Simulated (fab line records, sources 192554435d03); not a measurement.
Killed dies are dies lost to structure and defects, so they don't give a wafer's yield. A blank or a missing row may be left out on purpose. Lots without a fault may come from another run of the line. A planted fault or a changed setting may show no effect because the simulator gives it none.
fab line records | flow n5_finfet
record lots=7 wafers=21 last_day=17
route steps=1938 shown SD_EPI_N@283 SD_EPI_P@295 PASSIVATION@1936
lots that met no fault: from a run of the same line without faults
start_h: hours from the record's first day to the start of the lot's first wafer shown | wait_h: hours since the lot's step before | " the same as in the row above | L1.1+2: a row that stands for several wafers | - no value, or no start given | * or withheld: withheld | < > ~ a bound
route shown NAME@n: a module of which the file shows steps, and the number in the route of the first | usual: mean/standard deviation of fault-free wafers | same: alike in all rows | chamber/n: place in a boat | sites: the reading at each site | _std_site: their standard deviation | _edge_site: outer sites' mean less inner sites' | radius_mm: how far each site lies from the wafer's centre | mask NAME#n: copy n | behind: the tool/chamber that last shaped the wafer | hold: why the lot was held/for how many hours/how that ended | device: the transistor (n, p or np) that didn't switch | end of line: the same wafers' tests at the end of the route | a step without rows: its recipe alone | killed: dies lost to structure and defects at the first sort, not the wafer's yield | map: a wafer's dies, x killed, . not, _ none there
set.NAME: the setting as run; set.NAME@STEP: as run at that earlier step | model.NAME: the simulator's own value behind a step, which no gauge read
lots at some steps of the route; a table a step, a row a wafer
services: from which hour (start_h, from the record's first day; less than 0 if before it) a tool's chamber was out of use, for how many hours, and why
## steps
# step N5_SD_EPI_N_WET_ETCH_43
# recipe chemistry=dHF dilution=withheld time_s=14 target=SiO2 target_depth_a=15 temp_c=25
# step N5_SD_EPI_N_STRIP_18
# recipe chemistry=SPM time_s=750 temp_c=130 h2so4_h2o2_vol_ratio=4
# step N5_SD_EPI_N_SRD_20
# recipe dry=ipa_marangoni do_ppb=5 time_s=30 temp_c=23 rinse_liquid=diw
# step N5_SD_EPI_N_PRECLEAN_48
# recipe chemistry=NF3:NH3 afs_cycles=2 temp_c=30 time_s=20 sublimation_temp_c=180 sublimation_time_s=60 pressure_torr=3 rf_power_w=30
# step N5_SD_EPI_N_VAPOR_ETCH_50
# recipe chemistry=HCl target=Si temp_c=775 time_s=54 pressure_torr=20 mode=isotropic
# usual throttle_valve_pct=12.1/0.47
# columns lot.wafer tool chamber start_h wait_h throttle_valve_pct
L601.1 epi_rpcvd-03 0 63.40 0.3 12.6
L601.4 " 0 " " 12.6
L601.5 " 0 " " 12.6
L609.2 epi_rpcvd-04 0 115.08 0.3 11.6
L609.4 " 0 " " 11.8
L609.5 " 0 " " 11.5
L612.4 epi_rpcvd-04 0 133.16 0.2 11.5
L612.5 " 0 " " 11.8
L612.6 " 0 " " 11.6
L614.1 epi_rpcvd-04 0 141.53 0.3 11.4
L614.3 " 0 " " 11.8
L614.4 " 0 " " 11.7
L616.2 epi_rpcvd-01 0 153.16 0.4 12.1
L616.4 " 0 " " 11.9
L616.6 " 0 " " 11.9
L617.1 epi_rpcvd-01 0 159.39 0.4 12.2
L617.3 " 0 " " 12.0
L617.6 " 0 " " 12.0
L622.1 epi_rpcvd-03 0 189.15 0.3 12.7
L622.3 " 0 " " 12.8
L622.4 " 0 " " 12.8
# step N5_SD_EPI_N_EPI_21
# recipe material=Si:P dopant=P temp_c=680 pressure_torr=255 time_s=690
# step N5_SD_EPI_N_EPI_MEAS_23
# recipe mode=xrd
# usual thk_nm=59.1/1.1
# columns lot.wafer tool chamber start_h wait_h thk_nm
L601.1 film_metro-01 - 65.30 1.4 58.8
L601.4 " - " " 60.6
L601.5 " - " " 59.0
L609.2 film_metro-02 - 116.95 1.2 58.6
L609.4 " - " " 59.2
L609.5 " - " " 60.0
L612.4 film_metro-01 - 134.97 0.6 60.2
L612.5 " - " " 59.7
L612.6 " - " " 57.2
L614.1 film_metro-02 - 143.43 1.4 61.6
L614.3 " - " " 58.8
L614.4 " - " " 59.3
L616.2 film_metro-01 - 155.64 1.5 57.2
L616.4 " - " " 58.5
L616.6 " - " " 58.2
L617.1 film_metro-02 - 161.92 1.9 58.4
L617.3 " - " " 58.1
L617.6 " - " " 61.3
L622.1 film_metro-01 - 191.04 1.4 59.9
L622.3 " - " " 60.3
L622.4 " - " " 57.1
# step N5_SD_EPI_N_PRECLEAN_24
# recipe chemistry=O3/DIW time_s=60 temp_c=22 o3_ppm=10
# step N5_SD_EPI_N_SRD_25
# recipe time_s=30 temp_c=23 rinse_liquid=diw dry=ipa_marangoni
# step N5_SD_EPI_N_PRECLEAN_49
# recipe chemistry=NF3:NH3 afs_cycles=1 temp_c=30 time_s=20 sublimation_temp_c=180 sublimation_time_s=60 pressure_torr=3 rf_power_w=30
# step N5_SD_EPI_N_LINER_46
# recipe material=SiNx target_thk_a=30 temp_c=400 ald_precursor_family=SiH2I2 ald_co_reactant=N2/H2-plasma pressure_torr=2
# usual heater_power_w=857/98
# columns lot.wafer tool chamber start_h wait_h heater_power_w
L601.1 ald_sin-02 1 65.78 0.3 740
L601.4 " 0 " " 871
L601.5 " 2 " " 942
L609.2 ald_sin-02 1 117.43 0.3 721
L609.4 " 3 " " 1097
L609.5 " 3 " " 1106
L612.4 ald_sin-03 2 135.27 0.1 813
L612.5 " 2 " " 815
L612.6 " 1 " " 755
L614.1 ald_sin-02 2 143.73 0.2 874
L614.3 " 0 " " 868
L614.4 " 3 " " 1116
L616.2 ald_sin-03 0 155.94 0.1 858
L616.4 " 3 " " 879
L616.6 " 3 " " 893
L617.1 ald_sin-03 3 162.56 0.5 891
L617.3 " 0 " " 847
L617.6 " 1 " " 725
L622.1 ald_sin-02 2 191.36 0.2 901
L622.3 " 0 " " 894
L622.4 " 1 " " 715
# step N5_SD_EPI_N_INSPECT_26
# recipe inspect_instrument=darkfield mode=post_epi
# usual raw_defect_count=224/42
# columns lot.wafer tool chamber start_h wait_h raw_defect_count
L601.1 defect_inspect-01 - 66.04 0.2 273
L601.4 " - " " 274
L601.5 " - " " 204
L609.2 defect_inspect-01 - 117.68 0.1 211
L609.4 " - " " 169
L609.5 " - " " 236
L612.4 defect_inspect-02 - 135.52 0.1 188
L612.5 " - " " 254
L612.6 " - " " 207
L614.1 defect_inspect-01 - 143.98 0.1 268
L614.3 " - " " 209
L614.4 " - " " 219
L616.2 defect_inspect-02 - 156.19 0.1 195
L616.4 " - " " 229
L616.6 " - " " 234
L617.1 defect_inspect-02 - 162.81 0.1 189
L617.3 " - " " 196
L617.6 " - " " 194
L622.1 defect_inspect-02 - 191.61 0.1 189
L622.3 " - " " 214
L622.4 " - " " 214
# step N5_SD_EPI_P_COAT_34
# recipe resist=SOC temp_c=250 time_s=60 spin_rpm=1500 resist_thk_nm=350
# usual heater_power_total_W=500.5/1.7 plate_temp_C=249.98/0.16
# columns lot.wafer tool chamber start_h wait_h heater_power_total_W plate_temp_C
L601.1 litho_track-04 0 66.07 0.0 500.4 249.75
L601.4 " 0 " " 500.4 249.88
L601.5 " 0 " " 503.3 250.09
L609.2 litho_track-05 0 117.71 0.0 500.6 249.95
L609.4 " 0 " " 498.0 250.11
L609.5 " 0 " " 497.9 249.92
L612.4 litho_track-05 0 135.55 0.0 478.7 241.67
L612.5 " 0 " " 478.1 241.78
L612.6 " 0 " " 479.3 241.85
L614.1 litho_track-05 0 144.02 0.0 481.5 241.82
L614.3 " 0 " " 480.8 241.88
L614.4 " 0 " " 477.9 241.66
L616.2 litho_track-05 0 156.23 0.0 480.5 241.51
L616.4 " 0 " " 481.5 241.46
L616.6 " 0 " " 479.1 241.76
L617.1 litho_track-04 0 162.84 0.0 498.9 250.09
L617.3 " 0 " " 499.7 249.95
L617.6 " 0 " " 500.6 249.96
L622.1 litho_track-03 0 191.64 0.0 499.4 249.84
L622.3 " 0 " " 499.7 249.77
L622.4 " 0 " " 500.3 250.08
# step N5_SD_EPI_P_COAT_35
# recipe resist=SiARC temp_c=220 time_s=60 spin_rpm=1500 resist_thk_nm=35
# step N5_PASSIVATION_PROBE_49
# usual killed_at_M0_to_M3=34/8.9 killed_at_M4_up=13/4.6 killed_at_contacts=12/5.5 killed_at_front_end=41/11 killed_at_other=3.1/2.9 killed_dies=102/16 killed_on_rim=13/4.2 killed_open=66/11 killed_short=34/7.6
# same gross_dies=1180 killed_at_back_side=0
# columns lot.wafer tool chamber start_h wait_h killed_at_M0_to_M3 killed_at_M4_up killed_at_contacts killed_at_front_end killed_at_other killed_dies killed_on_rim killed_open killed_short
L601.1 prober-01 - 277.52 0.0 52 19 9 43 0 123 12 72 49
L601.4 prober-01 - 277.67 0.2 33 19 5 26 6 89 12 58 30
L601.5 prober-01 - 277.72 0.2 38 8 10 26 1 83 7 61 21
L609.2 prober-02 - 330.00 0.1 24 12 11 35 10 92 15 55 36
L609.4 prober-02 - 330.10 0.2 35 12 11 30 8 96 17 65 31
L609.5 prober-02 - 330.15 0.2 35 5 8 26 4 78 12 60 18
L612.4 prober-02 - 346.37 0.2 34 20 11 28 3 96 9 66 29
L612.5 prober-02 - 346.42 0.2 31 13 16 30 1 91 8 66 25
L612.6 prober-02 - 346.47 0.3 39 12 8 29 1 89 15 48 41
L614.1 prober-02 - 358.08 0.0 31 16 5 50 6 108 12 73 35
L614.3 prober-02 - 358.18 0.1 24 15 13 53 19 124 22 80 44
L614.4 prober-02 - 358.23 0.2 27 13 10 47 2 99 13 73 26
L616.2 prober-01 - 374.14 0.1 31 13 9 56 1 110 9 64 38
L616.4 prober-01 - 374.24 0.2 31 10 8 50 4 103 15 71 29
L616.6 prober-01 - 374.34 0.3 48 16 22 43 0 129 13 82 46
L617.1 prober-02 - 374.30 0.0 47 9 12 40 1 109 25 74 34
L617.3 prober-02 - 374.40 0.1 26 6 5 28 1 66 11 43 22
L617.6 prober-02 - 374.55 0.3 26 8 8 37 1 80 13 52 24
L622.1 prober-01 - 407.78 0.0 35 17 16 45 1 114 20 73 34
L622.3 prober-01 - 407.88 0.1 37 16 9 18 4 84 14 65 19
L622.4 prober-01 - 407.93 0.2 23 12 4 48 5 92 10 61 31
# killed by level:class
L601.1 BEOL_M0_SAQP:geometric_particle:open=12 BEOL_M3:geometric_particle:open=12 FIN_SAQP:geometric_particle:short=10 MOL_CONTACT_COAG:geometric_particle:open=9 BEOL_M0_SAQP:geometric_particle:short=9 FIN_SAQP:geometric_particle:open=7 GATE_CUT:geometric_particle:short=7 BEOL_M4:geometric_particle:open=6
L601.4 BEOL_M2:geometric_particle:open=11 BEOL_M4:geometric_particle:open=8 BEOL_M3:geometric_particle:open=6 GATE_CUT:geometric_particle:open=5 GATE_CUT:geometric_particle:short=5 BEOL_M0_SAQP:geometric_particle:short=5 FIN_SAQP:geometric_particle:open=4 FIN_SAQP:geometric_particle:short=4
L601.5 BEOL_M3:geometric_particle:open=19 FIN_SAQP:geometric_particle:open=10 MOL_CONTACT_COAG:geometric_particle:open=9 FIN_SAQP:geometric_particle:short=6 BEOL_M1:geometric_particle:open=5 BEOL_M0_SAQP:geometric_particle:open=3 BEOL_M2:geometric_particle:open=3 BEOL_M5:geometric_particle:open=3
L609.2 MOL_CONTACT_COAG:geometric_particle:open=8 GATE_CUT:geometric_particle:open=7 BEOL_M0_SAQP:geometric_particle:short=7 FIN_SAQP:geometric_particle:short=6 FIN_SAQP:geometric_particle:open=5 BEOL_M0_SAQP:geometric_particle:open=5 BEOL_M1:geometric_particle:open=4 BEOL_M4:geometric_particle:open=4
L609.4 BEOL_M3:geometric_particle:open=12 MOL_CONTACT_COAG:geometric_particle:open=10 BEOL_M0_SAQP:geometric_particle:open=7 BEOL_M0_SAQP:geometric_particle:short=6 GATE_CUT:geometric_particle:open=5 MIM_TOP:geometric_particle:short=5 FIN_SAQP:geometric_particle:open=4 FIN_SAQP:geometric_particle:short=4
L609.5 BEOL_M0_SAQP:geometric_particle:open=11 BEOL_M1:geometric_particle:open=10 FIN_SAQP:geometric_particle:open=8 MOL_CONTACT_COAG:geometric_particle:open=6 BEOL_M2:geometric_particle:open=5 BEOL_M0_SAQP:geometric_particle:short=4 STARTING-WAFER:geometric_particle:open=4 GATE_CUT:geometric_particle:open=3
L612.4 MOL_CONTACT_COAG:geometric_particle:open=10 BEOL_M0_SAQP:geometric_particle:open=10 FIN_SAQP:geometric_particle:open=9 BEOL_M1:geometric_particle:open=9 STI_FIN_REVEAL:geometric_particle:open=6 BEOL_M2:geometric_particle:open=6 BEOL_M0_SAQP:geometric_particle:short=5 BEOL_M6:geometric_particle:open=5
L612.5 MOL_CONTACT_COAG:geometric_particle:open=13 BEOL_M0_SAQP:geometric_particle:open=10 FIN_SAQP:geometric_particle:open=8 STI_FIN_REVEAL:geometric_particle:open=8 BEOL_M0_SAQP:geometric_particle:short=7 BEOL_M1:geometric_particle:open=5 BEOL_M2:geometric_particle:open=5 BEOL_M4:geometric_particle:short=4
L612.6 BEOL_M0_SAQP:geometric_particle:short=16 FIN_SAQP:geometric_particle:open=8 BEOL_M0_SAQP:geometric_particle:open=8 MOL_CONTACT_COAG:geometric_particle:open=7 STI_FIN_REVEAL:geometric_particle:open=5 BEOL_M1:geometric_particle:short=5 FIN_SAQP:geometric_particle:short=4 DUMMY_GATE:geometric_particle:open=3
L614.1 BEOL_M0_SAQP:geometric_particle:short=11 STI_FIN_REVEAL:geometric_particle:open=11 DUMMY_GATE:geometric_particle:open=11 BEOL_M0_SAQP:geometric_particle:open=11 FIN_SAQP:geometric_particle:short=7 STARTING-WAFER:geometric_particle:open=6 STI_FIN_REVEAL:geometric_particle:short=5 BEOL_M7:geometric_particle:open=5
L614.3 STI_FIN_REVEAL:geometric_particle:open=15 DUMMY_GATE:geometric_particle:open=7 MOL_CONTACT_COAG:geometric_particle:short=7 BEOL_M0_SAQP:geometric_particle:short=7 MOL_CONTACT_COAG:geometric_particle:open=6 BEOL_M3:geometric_particle:open=6 MIM_TOP_ETCH:geometric_particle:open=6 FIN_SAQP:geometric_particle:short=5
L614.4 DUMMY_GATE:geometric_particle:open=15 BEOL_M0_SAQP:geometric_particle:open=10 STI_FIN_REVEAL:geometric_particle:open=8 MOL_CONTACT_COAG:geometric_particle:open=8 GATE_CUT:geometric_particle:short=7 BEOL_M0_SAQP:geometric_particle:short=6 FIN_SAQP:geometric_particle:short=5 BEOL_M3:geometric_particle:open=5
L616.2 FIN_SAQP:geometric_particle:open=20 FIN_SAQP:geometric_particle:short=9 BEOL_M3:geometric_particle:open=7 HKMG_FIN:area_etch=7 MOL_CONTACT_COAG:geometric_particle:open=6 BEOL_M0_SAQP:geometric_particle:open=6 GATE_CUT:geometric_particle:short=5 BEOL_M2:geometric_particle:short=5
L616.4 BEOL_M0_SAQP:geometric_particle:open=15 FIN_SAQP:geometric_particle:open=12 FIN_SAQP:geometric_particle:short=7 STI_FIN_REVEAL:geometric_particle:open=7 MOL_CONTACT_COAG:geometric_particle:open=7 BEOL_M0_SAQP:geometric_particle:short=7 DUMMY_GATE:geometric_particle:open=6 BEOL_M4:geometric_particle:open=5
L617.1 FIN_SAQP:geometric_particle:open=13 BEOL_M1:geometric_particle:open=12 MOL_CONTACT_COAG:geometric_particle:open=11 BEOL_M3:geometric_particle:open=10 FIN_SAQP:geometric_particle:short=7 BEOL_M0_SAQP:geometric_particle:short=6 BEOL_M2:geometric_particle:open=6 STI_FIN_REVEAL:geometric_particle:open=5
L616.6 MOL_CONTACT_COAG:geometric_particle:open=17 BEOL_M0_SAQP:geometric_particle:open=16 FIN_SAQP:geometric_particle:short=11 FIN_SAQP:geometric_particle:open=11 BEOL_M1:geometric_particle:open=10 BEOL_M0_SAQP:geometric_particle:short=7 MOL_CONTACT_COAG:geometric_particle:short=5 BEOL_M3:geometric_particle:open=5
L617.3 BEOL_M1:geometric_particle:open=9 FIN_SAQP:geometric_particle:open=7 FIN_SAQP:geometric_particle:short=5 BEOL_M3:geometric_particle:open=5 STARTING-WAFER:geometric_particle:short=5 MOL_CONTACT_COAG:geometric_particle:open=4 BEOL_M1:geometric_particle:short=4 BEOL_M4:geometric_particle:open=3
L617.6 FIN_SAQP:geometric_particle:short=6 DUMMY_GATE:geometric_particle:open=6 GATE_CUT:geometric_particle:open=6 BEOL_M0_SAQP:geometric_particle:open=6 BEOL_M3:geometric_particle:open=6 GATE_CUT:geometric_particle:short=5 MOL_CONTACT_COAG:geometric_particle:open=5 BEOL_M2:geometric_particle:open=5
L622.1 MOL_CONTACT_COAG:geometric_particle:open=15 BEOL_M3:geometric_particle:open=11 BEOL_M4:geometric_particle:open=10 HKMG_FIN:area_etch=7 STARTING-WAFER:geometric_particle:short=6 BEOL_M0_SAQP:geometric_particle:open=6 BEOL_M1:geometric_particle:open=6 STI_FIN_REVEAL:geometric_particle:open=5
L622.3 BEOL_M1:geometric_particle:open=14 BEOL_M3:geometric_particle:open=8 MOL_CONTACT_COAG:geometric_particle:open=7 FIN_SAQP:geometric_particle:open=6 BEOL_M4:geometric_particle:open=6 BEOL_M0_SAQP:geometric_particle:open=5 BEOL_M4:geometric_particle:short=4 FIN_SAQP:geometric_particle:short=3
L622.4 FIN_SAQP:geometric_particle:open=13 BEOL_M3:geometric_particle:open=10 FIN_SAQP:geometric_particle:short=9 BEOL_M1:geometric_particle:open=5 STI_FIN_REVEAL:geometric_particle:open=4 BEOL_M4:geometric_particle:open=4 PASS1_CAP:geometric_particle:short=4 ILD0:geometric_particle:short=3
## services
# columns tool chamber start_h hours kind
ald_sin-02 0 53.79 8.8 repair
epi_rpcvd-03 - 59.74 2.8 pm
ald_sin-02 - 87.00 14.0 pm
ald_sin-02 0 87.00 14.0 vent_cycle
ald_sin-02 1 87.00 14.0 vent_cycle
ald_sin-02 2 87.00 14.0 vent_cycle
ald_sin-02 3 87.00 14.0 vent_cycle
ald_sin-02 0 101.00 - clean
ald_sin-02 1 101.00 - clean
ald_sin-02 2 101.00 - clean
ald_sin-02 3 101.00 - clean
ald_sin-03 2 111.45 3.5 repair
epi_rpcvd-01 - 117.08 27.2 pm
litho_track-05 - 119.88 - consumable_replace:filter
ald_sin-02 3 155.95 8.6 repair
ald_sin-02 3 167.12 5.0 repair
ald_sin-03 - 176.92 14.0 pm
ald_sin-03 0 176.92 14.0 vent_cycle
ald_sin-03 1 176.92 14.0 vent_cycle
ald_sin-03 2 176.92 14.0 vent_cycle
ald_sin-03 3 176.92 14.0 vent_cycle
ald_sin-03 0 190.92 - clean
ald_sin-03 1 190.92 - clean
ald_sin-03 2 190.92 - clean
## key
first_sign step=N5_SD_EPI_P_COAT_34 reading=plate_temp_C direction=down sigmas=52 usual=* struck=*
effect step=N5_SD_EPI_P_COAT_34 reading=heater_power_total_W direction=down sigmas=12 usual=* struck=*
met_at N5_SD_EPI_P_COAT_34
struck_wafers L612.4,L612.5,L612.6,L614.1,L614.3,L614.4,L616.2,L616.4,L616.6
tester_left_out L612,L614,L616
onset_between 117.71 135.55
fault kind=process_parameter_drift tool=litho_track-05 chamber=- onset_h=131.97 steps=N5_SD_EPI_P_COAT_34 channel=temp_c offset=* shape=step end_h=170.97 acts_in=* stated=*
# tester_left_out: of these lots the tester's yield and bins aren't shown, on N5 and GAA mostly nor the transistor test; their killed dies are dies lost to structure and defects alone, not to doping, threshold or leakage, so they don't give the yield
